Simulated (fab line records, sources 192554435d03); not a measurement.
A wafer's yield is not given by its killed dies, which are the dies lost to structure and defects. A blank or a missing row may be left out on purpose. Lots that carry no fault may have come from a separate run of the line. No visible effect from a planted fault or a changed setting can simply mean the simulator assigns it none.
What tool caused it? | flow n5_finfet | 29 wafers from 11 lots sampled at 6 of the route's 1938 steps

== WHAT THE GAUGES READ, wafer by wafer ==
N5_BEOL_M4_THK_MEAS_53: measures by xrf. Usual: M4_THK typically reads 39.2 nm, with standard deviation 1.4.
lot  | measured     | on            | M4_THK (nm)    | flag
L778 | day 9 13:37  | film_metro-02 | 38.4 37.8 39.3 |
L781 | day 10 22:07 | film_metro-02 | 37.0 40.1 37.4 |
L782 | day 10 22:32 | film_metro-02 | 38.5 37.5      |
L783 | day 11 01:02 | film_metro-01 | 40.5 38.1 38.8 |
L784 | day 11 05:21 | film_metro-02 | 37.4 39.8 40.9 |
L785 | day 11 06:42 | film_metro-02 | 38.5 36.7 37.6 |
L787 | day 12 11:17 | film_metro-02 | 36.9 38.0      |
L791 | day 12 20:02 | film_metro-02 | 40.3 40.4 42.0 |
L790 | day 12 20:40 | film_metro-01 | 38.8 40.4      |
L794 | day 13 05:43 | film_metro-01 | 40.9 37.1      |
L798 | day 15 06:24 | film_metro-01 | 40.5 39.2 39.4 |

N5_BEOL_M4_RC_MEAS_101. Usual: DIBL_N 36.0 mV/V, standard deviation 1.6; DIBL_P 35.8 mV/V, standard deviation 2; IOFF_N 0.152 nA/um, standard deviation 0.03; IOFF_P 0.20 nA/um, standard deviation 0.031; ION_N 670 uA/um, standard deviation 12; ION_P 459 uA/um, standard deviation 7.4; SS_N 71.5 mV/dec, standard deviation 0.56; SS_P 73.2 mV/dec, standard deviation 0.64; VT_N 251 mV, standard deviation 3.5; VT_P -252 mV, standard deviation 3.3.
lot  | measured     | on        | DIBL_N (mV/V)  | DIBL_P (mV/V)  | IOFF_N (nA/um)    | IOFF_P (nA/um) | ION_N (uA/um) | ION_P (uA/um) | SS_N (mV/dec)  | SS_P (mV/dec)  | VT_N (mV)   | VT_P (mV)      | flag
L778 | day 9 13:56  | prober-02 | 37.0 35.3 35.9 | 37.4 34.5 34.9 | 0.162 0.136 0.135 | 0.21 0.17 0.18 | 683 675 659   | 468 464 451   | 70.9 71.0 70.8 | 74.1 72.6 73.1 | 248 249 252 | -250 -253 -255 |
L781 | day 10 22:27 | prober-01 | 33.6 36.9 34.7 | 34.2 38.5 35.2 | 0.113 0.172 0.136 | 0.19 0.26 0.21 | 644 676 673   | 456 473 473   | 71.4 71.7 71.2 | 72.4 73.6 72.9 | 255 248 253 | -247 -245 -248 |
L782 | day 10 23:28 | prober-02 | 36.8 34.7      | 37.0 35.1      | 0.170 0.134       | 0.20 0.18      | 665 667       | 449 457       | 71.2 71.4      | 73.4 73.4      | 247 253     | -253 -252      |
L783 | day 11 01:23 | prober-01 | 33.4 34.5 36.9 | 30.6 33.8 35.4 | 0.099 0.123 0.152 | 0.15 0.19 0.20 | 645 671 662   | 449 467 460   | 70.3 70.3 72.2 | 71.7 72.5 73.3 | 256 252 249 | -254 -251 -249 |
L784 | day 11 05:56 | prober-01 | 34.2 35.1 36.6 | 33.1 34.1 36.1 | 0.111 0.124 0.150 | 0.15 0.15 0.18 | 654 647 663   | 447 441 451   | 71.0 71.6 72.1 | 71.8 72.7 73.1 | 257 255 251 | -257 -255 -256 |
L785 | day 11 07:01 | prober-01 | 33.3 34.2 36.2 | 33.0 35.2 38.0 | 0.110 0.129 0.170 | 0.16 0.19 0.23 | 659 661 678   | 457 457 463   | 71.8 71.1 71.6 | 72.7 73.3 73.7 | 253 252 249 | -254 -252 -247 |
L787 | day 12 11:36 | prober-01 | 36.2 37.3      | 35.1 37.2      | 0.121 0.154       | 0.17 0.21      | 644 669       | 446 456       | 71.9 72.3      | 72.7 73.1      | 260 253     | -257 -252      |
L791 | day 12 20:21 | prober-02 | 34.7 39.0 36.8 | 33.2 38.9 35.7 | 0.122 0.210 0.154 | 0.15 0.24 0.19 | 658 690 667   | 452 472 452   | 71.2 72.5 71.9 | 73.1 73.9 73.5 | 254 246 252 | -257 -248 -252 |
L790 | day 12 21:36 | prober-01 | 37.0 37.5      | 39.1 39.4      | 0.203 0.224       | 0.26 0.26      | 695 686       | 470 466       | 71.8 72.0      | 73.6 73.6      | 245 243     | -246 -248      |
L794 | day 13 06:02 | prober-02 | 38.4 36.1      | 39.4 35.7      | 0.211 0.150       | 0.26 0.20      | 691 673       | 465 459       | 71.5 71.2      | 73.6 72.6      | 246 249     | -249 -249      |
L798 | day 15 06:46 | prober-01 | 35.3 35.7 37.0 | 36.1 36.1 37.1 | 0.156 0.171 0.177 | 0.23 0.22 0.23 | 681 677 676   | 467 468 465   | 71.0 71.2 71.9 | 73.7 74.0 74.4 | 248 249 251 | -249 -250 -250 |

N5_BEOL_M5_THK_MEAS_01. Usual: M5_ILD_THK typically reads 122.3 nm, with standard deviation 1.5.
lot  | measured     | on            | M5_ILD_THK (nm)   | flag
L778 | day 9 15:28  | film_metro-02 | 122.1 119.6 124.9 |
L781 | day 11 00:01 | film_metro-01 | 119.2 122.2 121.7 |
L782 | day 11 00:23 | film_metro-02 | 121.7 123.2       |
L783 | day 11 02:56 | film_metro-02 | 121.3 121.6 123.3 |
L784 | day 11 07:29 | film_metro-02 | 118.7 118.0 120.0 |
L785 | day 11 08:33 | film_metro-02 | 121.3 121.9 122.1 |
L787 | day 12 13:10 | film_metro-01 | 121.7 122.4       |
L791 | day 12 21:53 | film_metro-02 | 123.4 122.3 124.9 |
L790 | day 12 22:31 | film_metro-02 | 122.6 41.3        | OFF
L794 | day 13 07:37 | film_metro-02 | 122.5 41.2        | OFF
L798 | day 15 08:18 | film_metro-01 | 120.2 120.9 122.5 |

== EACH LOT AND THE TOOL THAT RAN IT (in order: tool; ch and the chambers of the sampled wafers; start) ==
lot  | N5_BEOL_M4_ANNEAL_82         | N5_BEOL_M4_ANNEAL_87         | N5_BEOL_M5_ILD_DEP_00
L778 | pvd_sputter-02, day 9 11:35  | pvd_sputter-02, day 9 11:49  | pecvd-01 ch 0,1,2, day 9 14:54
L781 | pvd_sputter-01, day 10 20:05 | pvd_sputter-01, day 10 20:18 | pecvd-01 ch 0,1, day 10 23:25
L782 | pvd_sputter-02, day 10 20:19 | pvd_sputter-02, day 10 20:32 | pecvd-02 ch 0,1, day 10 23:50
L783 | pvd_sputter-01, day 10 23:01 | pvd_sputter-01, day 10 23:14 | pecvd-03 ch 0,1, day 11 02:21
L784 | pvd_sputter-03, day 11 02:49 | pvd_sputter-03, day 11 03:02 | pecvd-01 ch 0,1, day 11 06:54
L785 | pvd_sputter-01, day 11 04:02 | pvd_sputter-01, day 11 04:15 | pecvd-02 ch 0,1,2, day 11 07:58
L787 | pvd_sputter-01, day 12 09:16 | pvd_sputter-01, day 12 09:29 | pecvd-02 ch 1, day 12 12:34
L791 | pvd_sputter-03, day 12 17:59 | pvd_sputter-03, day 12 18:13 | pecvd-02 ch 1,2, day 12 21:19
L790 | pvd_sputter-01, day 12 18:43 | pvd_sputter-01, day 12 18:56 | pecvd-02 ch 0,1, day 12 21:58
L794 | pvd_sputter-02, day 13 03:41 | pvd_sputter-02, day 13 03:54 | pecvd-02 ch 1,2, day 13 07:00
L798 | pvd_sputter-03, day 15 04:21 | pvd_sputter-03, day 15 04:34 | pecvd-03 ch 0,1, day 15 07:44
- N5_BEOL_M4_ANNEAL_82: time 240 s.
- N5_BEOL_M4_ANNEAL_87: time 240 s.
- N5_BEOL_M5_ILD_DEP_00: deposits SiCOH lowk from DEMS/porogen, target thk 140.64 nm, time 25.9 s.

== AS READ BY THE TOOLS THEMSELVES (means over the sampled wafers that have a number; for cases with no such wafer, the mark the record gives instead) ==
N5_BEOL_M4_ANNEAL_82. Usual: heater_power_w at 857 W, with a standard deviation of 91.
lot  | tool           | heater_power_w (W) | flag
L778 | pvd_sputter-02 | 835                |
L781 | pvd_sputter-01 | 883                |
L782 | pvd_sputter-02 | 872                |
L783 | pvd_sputter-01 | 883                |
L784 | pvd_sputter-03 | 773                |
L785 | pvd_sputter-01 | 887                |
L787 | pvd_sputter-01 | 798                |
L791 | pvd_sputter-03 | 814                |
L790 | pvd_sputter-01 | 934                |
L794 | pvd_sputter-02 | 725                |
L798 | pvd_sputter-03 | 823                |

N5_BEOL_M4_ANNEAL_87. Usual: heater_power_w at 858 W, with a standard deviation of 93.
lot  | tool           | heater_power_w (W) | flag
L778 | pvd_sputter-02 | 831                |
L781 | pvd_sputter-01 | 886                |
L782 | pvd_sputter-02 | 879                |
L783 | pvd_sputter-01 | 887                |
L784 | pvd_sputter-03 | 777                |
L785 | pvd_sputter-01 | 894                |
L787 | pvd_sputter-01 | 791                |
L791 | pvd_sputter-03 | 803                |
L790 | pvd_sputter-01 | 941                |
L794 | pvd_sputter-02 | 738                |
L798 | pvd_sputter-03 | 828                |

N5_BEOL_M5_ILD_DEP_00. Usual: heater_power_w 311 W, standard deviation 35; showerhead_plenum_p_Torr 5.739 Torr, standard deviation 0.013; throttle_valve_pct 14.2 %, standard deviation 0.7.
lot  | tool     | heater_power_w (W) | showerhead_plenum_p_Torr (Torr) | throttle_valve_pct (%) | flag
L778 | pecvd-01 | 338                | 5.734                           | 15.2                   |
L781 | pecvd-01 | 331                | 5.744                           | 14.2                   |
L782 | pecvd-02 | 338                | 5.731                           | 14.1                   |
L783 | pecvd-03 | 302                | 5.746                           | 14.8                   |
L784 | pecvd-01 | 341                | 5.738                           | 14.7                   |
L785 | pecvd-02 | 335                | 5.734                           | 13.8                   |
L787 | pecvd-02 | 328                | 5.748                           | 13.9                   |
L791 | pecvd-02 | 328                | 5.740                           | 13.5                   |
L790 | pecvd-02 | 288                | 5.731                           | 14.2                   |
L794 | pecvd-02 | 322                | 5.730                           | 13.5                   |
L798 | pecvd-03 | 300                | 5.738                           | 15.1                   |

== THE ANSWER, worked out from the rows above alone ==
Rule: take the mean of a lot's wafers that have a number; if it is more than 3 standard deviations from the usual mean, the lot is off. Also off: a lot with no number at a reading for which 4 or more lots have one. The other lots that the step has rows for count as sound. The gauges are gone through in route order, then the tools' own readings, and for those a lot's mean is taken as printed above. The first step at which some lot is off is used, and at that step the reading that is off furthest; a lot without a number counts as furthest.
Off: at N5_BEOL_M5_THK_MEAS_01 (M5_ILD_THK), L790, L794.
A tool fits if, at a process step before that reading, it ran every lot that is off, and no sound lot after the first of them. Those tools and the gauges at N5_BEOL_M5_THK_MEAS_01 are tried in the same way. 2 tools fit, pecvd-02 at N5_BEOL_M5_ILD_DEP_00 and film_metro-02 at N5_BEOL_M5_THK_MEAS_01, so this cannot tell which one it is.

== WHAT HAD BEEN PUT IN BY THE SIMULATOR ==
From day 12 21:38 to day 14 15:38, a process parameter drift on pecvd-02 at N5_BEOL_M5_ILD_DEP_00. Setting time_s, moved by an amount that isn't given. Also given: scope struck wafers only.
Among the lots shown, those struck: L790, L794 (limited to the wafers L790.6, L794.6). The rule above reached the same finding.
